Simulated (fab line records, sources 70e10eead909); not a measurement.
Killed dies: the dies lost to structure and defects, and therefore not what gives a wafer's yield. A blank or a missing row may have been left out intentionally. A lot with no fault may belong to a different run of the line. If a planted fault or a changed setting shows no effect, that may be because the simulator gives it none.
Check of tool commonality / flow nand_harc / Lots sampled 13, wafers sampled 39

== REASON IT WAS OPENED ==
At NHARC_A_M1_CD_MEAS_09 the reading cd_nm is flagged on 2 of 13 lots. Wafers without a fault read 120.0 nm, standard deviation 0.58.
Rule: flag the lot when none of its wafers has a number, or when each of its wafers that has one lies beyond 4 standard deviations from that mean. All remaining lots are regarded as sound.

lot=L685; measured=day 17 14:29; on=cd_sem-01; cd_nm (nm), wafer by wafer=120.4 120.7 120.5; flag=
lot=L688; measured=day 17 20:25; on=cd_sem-03; cd_nm (nm), wafer by wafer=121.1 120.8 121.2; flag=
lot=L687; measured=day 17 21:38; on=cd_sem-02; cd_nm (nm), wafer by wafer=120.5 121.2 121.3; flag=
lot=L686; measured=day 17 22:50; on=cd_sem-03; cd_nm (nm), wafer by wafer=120.2 120.1 119.9; flag=
lot=L689; measured=day 18 02:15; on=cd_sem-01; cd_nm (nm), wafer by wafer=119.8 119.6 119.5; flag=
lot=L690; measured=day 18 17:33; on=cd_sem-02; cd_nm (nm), wafer by wafer=119.6 119.9 119.9; flag=
lot=L691; measured=day 18 20:44; on=cd_sem-02; cd_nm (nm), wafer by wafer=120.2 120.1 120.0; flag=
lot=L693; measured=day 19 14:00; on=cd_sem-01; cd_nm (nm), wafer by wafer=119.4 119.3 118.9; flag=
lot=L700; measured=day 21 19:23; on=cd_sem-02; cd_nm (nm), wafer by wafer=126.9 126.6 126.2; flag=FLAGGED
lot=L699; measured=day 21 22:20; on=cd_sem-03; cd_nm (nm), wafer by wafer=127.5 126.9 127.3; flag=FLAGGED
lot=L704; measured=day 22 16:20; on=cd_sem-02; cd_nm (nm), wafer by wafer=120.3 120.3 120.3; flag=
lot=L706; measured=day 23 00:53; on=cd_sem-01; cd_nm (nm), wafer by wafer=119.2 119.5 119.3; flag=
lot=L707; measured=day 23 17:35; on=cd_sem-02; cd_nm (nm), wafer by wafer=120.5 120.0 120.4; flag=
Average over the flagged lots: 126.9 nm; offset from the usual +6.9 nm, equal to +12 standard deviations.

== WHICH TOOL RAN EACH LOT ==
Before the reading, the record contains 2 process steps out of a 1159-step route. Each cell gives the tool, then ch followed by the chambers the sampled wafers passed through, then the start.
lot=L685; flag=; NHARC_A_M0_PVD_21=pvd_sputter-03, day 17 13:06 or earlier; NHARC_A_M1_PEB_07=litho_track-04 ch 0, day 17 14:25
lot=L688; flag=; NHARC_A_M0_PVD_21=pvd_sputter-01, day 17 19:03 or earlier; NHARC_A_M1_PEB_07=litho_track-04 ch 0, day 17 20:20
lot=L687; flag=; NHARC_A_M0_PVD_21=pvd_sputter-01, day 17 20:22 or earlier; NHARC_A_M1_PEB_07=litho_track-04 ch 0, day 17 21:34
lot=L686; flag=; NHARC_A_M0_PVD_21=pvd_sputter-03, day 17 21:33 or earlier; NHARC_A_M1_PEB_07=litho_track-06 ch 0, day 17 22:46
lot=L689; flag=; NHARC_A_M0_PVD_21=pvd_sputter-02, day 18 00:52 or earlier; NHARC_A_M1_PEB_07=litho_track-04 ch 0, day 18 02:10
lot=L690; flag=; NHARC_A_M0_PVD_21=pvd_sputter-02, day 18 15:51 or earlier; NHARC_A_M1_PEB_07=litho_track-01 ch 0, day 18 17:28
lot=L691; flag=; NHARC_A_M0_PVD_21=pvd_sputter-03, day 18 19:22 or earlier; NHARC_A_M1_PEB_07=litho_track-06 ch 0, day 18 20:39
lot=L693; flag=; NHARC_A_M0_PVD_21=pvd_sputter-02, day 19 12:36 or earlier; NHARC_A_M1_PEB_07=litho_track-06 ch 0, day 19 13:55
lot=L700; flag=FLAGGED; NHARC_A_M0_PVD_21=pvd_sputter-03, day 21 17:59 or earlier; NHARC_A_M1_PEB_07=litho_track-06 ch 0, day 21 19:19
lot=L699; flag=FLAGGED; NHARC_A_M0_PVD_21=pvd_sputter-01, day 21 20:56 or earlier; NHARC_A_M1_PEB_07=litho_track-06 ch 0, day 21 22:16
lot=L704; flag=; NHARC_A_M0_PVD_21=pvd_sputter-02, day 22 14:14 or earlier; NHARC_A_M1_PEB_07=litho_track-04 ch 0, day 22 16:15
lot=L706; flag=; NHARC_A_M0_PVD_21=pvd_sputter-03, day 22 22:17 or earlier; NHARC_A_M1_PEB_07=litho_track-01 ch 0, day 23 00:48
lot=L707; flag=; NHARC_A_M0_PVD_21=pvd_sputter-03, day 23 16:19 or earlier; NHARC_A_M1_PEB_07=litho_track-01 ch 0, day 23 17:30
What is done by these steps:
- NHARC_A_M0_PVD_21: deposits Cu, target thk 30 nm, time 20.49 s.
- NHARC_A_M1_PEB_07: peb time 65 s.
- NHARC_A_M1_CD_MEAS_09: target cd 120 nm.

== FLAGGED AGAINST TOTAL, ONE TOOL AT A TIME (gauges that did the reading follow at the end) ==
step=NHARC_A_M0_PVD_21; tool=pvd_sputter-01; lots run=3; flagged=1; share of the flagged lots=some; sound lots run after its first flagged lot=0
step=NHARC_A_M0_PVD_21; tool=pvd_sputter-02; lots run=4; flagged=0; share of the flagged lots=none; sound lots run after its first flagged lot=-
step=NHARC_A_M0_PVD_21; tool=pvd_sputter-03; lots run=6; flagged=1; share of the flagged lots=some; sound lots run after its first flagged lot=2 (L706,L707)
step=NHARC_A_M1_PEB_07; tool=litho_track-01; lots run=3; flagged=0; share of the flagged lots=none; sound lots run after its first flagged lot=-
step=NHARC_A_M1_PEB_07; tool=litho_track-04; lots run=5; flagged=0; share of the flagged lots=none; sound lots run after its first flagged lot=-
step=NHARC_A_M1_PEB_07; tool=litho_track-06; lots run=5; flagged=2; share of the flagged lots=all; sound lots run after its first flagged lot=0
step=NHARC_A_M1_CD_MEAS_09; tool=cd_sem-01; lots run=4; flagged=0; share of the flagged lots=none; sound lots run after its first flagged lot=-
step=NHARC_A_M1_CD_MEAS_09; tool=cd_sem-02; lots run=6; flagged=1; share of the flagged lots=some; sound lots run after its first flagged lot=2 (L704,L707)
step=NHARC_A_M1_CD_MEAS_09; tool=cd_sem-03; lots run=3; flagged=1; share of the flagged lots=some; sound lots run after its first flagged lot=0
NHARC_A_M0_PVD_21 gives no start for some lots, so the hours and the order of its lots are those of NHARC_A_M0_INSPECT_27.

== WHAT THE TABLE ALLOWS ==
Rows of the table that ran each flagged lot: 1, that is litho_track-06 at NHARC_A_M1_PEB_07.
- litho_track-06 at NHARC_A_M1_PEB_07: 2 of its 5 lots flagged. It ran its last sound lot, L693, at day 19 13:55 and its first flagged lot, L700, at day 21 19:19: a fault with its onset between the two fits.
Left over: one tool, litho_track-06 at NHARC_A_M1_PEB_07.

== WHAT WAS PUT IN BY THE SIMULATOR ==
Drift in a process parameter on litho_track-06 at NHARC_A_M1_PEB_07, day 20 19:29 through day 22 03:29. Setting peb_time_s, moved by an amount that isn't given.
Struck lots among those shown: L700, L699. This agrees with what the rule above found.
